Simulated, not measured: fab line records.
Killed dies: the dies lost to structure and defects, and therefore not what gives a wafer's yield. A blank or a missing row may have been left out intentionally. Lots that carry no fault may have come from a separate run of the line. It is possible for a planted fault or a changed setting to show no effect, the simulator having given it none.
Which of the tools did it? -- flow nand-harc -- 39 wafers from 13 lots sampled at 2 of the route's 1302 steps

WHAT THE GAUGES SHOWED, per wafer
NHARC_A_CONTACT_OVL_MEAS_43. Usual: overlay-x-nm 0.2 nm, standard deviation 0.75; overlay-y-nm -0.3 nm, standard deviation 0.78.
lot,measured,on,overlay-x-nm (nm),overlay-y-nm (nm),flag
L561,day 21 17:41,overlay-02,-0.1 0.3 0.2,-1.3 -1.5 -1.6,
L562,day 22 10:02,overlay-02,1.3 0.8 0.7,0.4 -0.1 0.5,
L563,day 22 10:12,overlay-01,0.3 0.3 0.6,0.8 0.8 0.9,
L564,day 22 11:36,overlay-02,0.1 -0.3 0.0,-0.9 -0.2 -1.1,
L565,day 22 21:17,overlay-01,0.7 0.5 0.7,0.2 0.0 0.4,
L566,day 23 07:07,overlay-02,1.1 0.5 0.6,-0.1 -0.2 -0.4,
L567,day 23 07:58,overlay-01,-0.4 -0.7 -0.8,-1.3 -1.6 -1.1,
L569,day 24 13:40,overlay-01,-0.9 -0.8 -1.0,0.8 0.4 0.5,
L568,day 24 14:14,overlay-02,1.0 1.3 0.3,0.2 0.8 0.8,
L573,day 26 10:10,overlay-01,-0.7 -0.5 -0.4,0.0 -0.2 0.2,
L576,day 27 23:31,overlay-02,1.4 0.7 0.3,0.3 0.4 0.1,
L575,day 28 00:13,overlay-01,-1.3 -1.2 -1.4,-2.0 -1.9 -1.5,
L582,day 30 02:11,overlay-01,0.0 0.4 -0.1,-0.7 -0.4 -0.4,

WHAT TOOL EACH LOT RAN ON (gives the tool, then ch and the chambers of the sampled wafers, and finally the start)
lot,NHARC_A_CONTACT_DEP_29
L561,"pecvd-04 ch 0,1,2, day 21 17:05"
L562,"pecvd-01 ch 0,2, day 22 09:16"
L563,"pecvd-04 ch 0,2, day 22 09:21"
L564,"pecvd-01 ch 1,2, day 22 10:47"
L565,"pecvd-02 ch 0,1,2, day 22 20:40"
L566,"pecvd-01 ch 0, day 23 06:23"
L567,"pecvd-02 ch 0,1,2, day 23 07:10"
L569,"pecvd-01 ch 1,2, day 24 12:52"
L568,"pecvd-02 ch 1,2, day 24 13:26"
L573,"pecvd-01 ch 1,2, day 26 09:21"
L576,"pecvd-04 ch 0,1,2, day 27 22:44"
L575,"pecvd-01 ch 0,1,2, day 27 23:26"
L582,"pecvd-04 ch 1,2, day 30 01:25"
- NHARC_A_CONTACT_DEP_29: deposits SiON, target thk 100 nm.

AS READ BY THE TOOLS THEMSELVES (means over the sampled wafers that have a number; for cases with no such wafer, the mark the record gives instead)
NHARC_A_CONTACT_DEP_29. Usual: heater-power-w 725 W, standard deviation 64.
lot,tool,heater-power-w (W),flag
L561,pecvd-04,675,
L562,pecvd-01,701,
L563,pecvd-04,720,
L564,pecvd-01,767,
L565,pecvd-02,723,
L566,pecvd-01,655,
L567,pecvd-02,729,
L569,pecvd-01,706,
L568,pecvd-02,723,
L573,pecvd-01,708,
L576,pecvd-04,697,
L575,pecvd-01,737,
L582,pecvd-04,776,

THE ANSWER, worked out from the rows above alone
Rule: lot off if the mean of its wafers having a number is beyond 3 standard deviations from the usual mean. Also off: a lot with no number at a reading for which 4 or more lots have one. All remaining lots with rows at the step are treated as sound. Order of review: gauges by route order, followed by the tools' own readings, for which a lot's mean as printed above is used. At the first step where some lot is off, the reading lying furthest off is the one used; lots without a number count as furthest.
Across all readings shown, no lot is off: no conclusion can be drawn from this.

WHAT THE SIMULATOR HAD INSERTED
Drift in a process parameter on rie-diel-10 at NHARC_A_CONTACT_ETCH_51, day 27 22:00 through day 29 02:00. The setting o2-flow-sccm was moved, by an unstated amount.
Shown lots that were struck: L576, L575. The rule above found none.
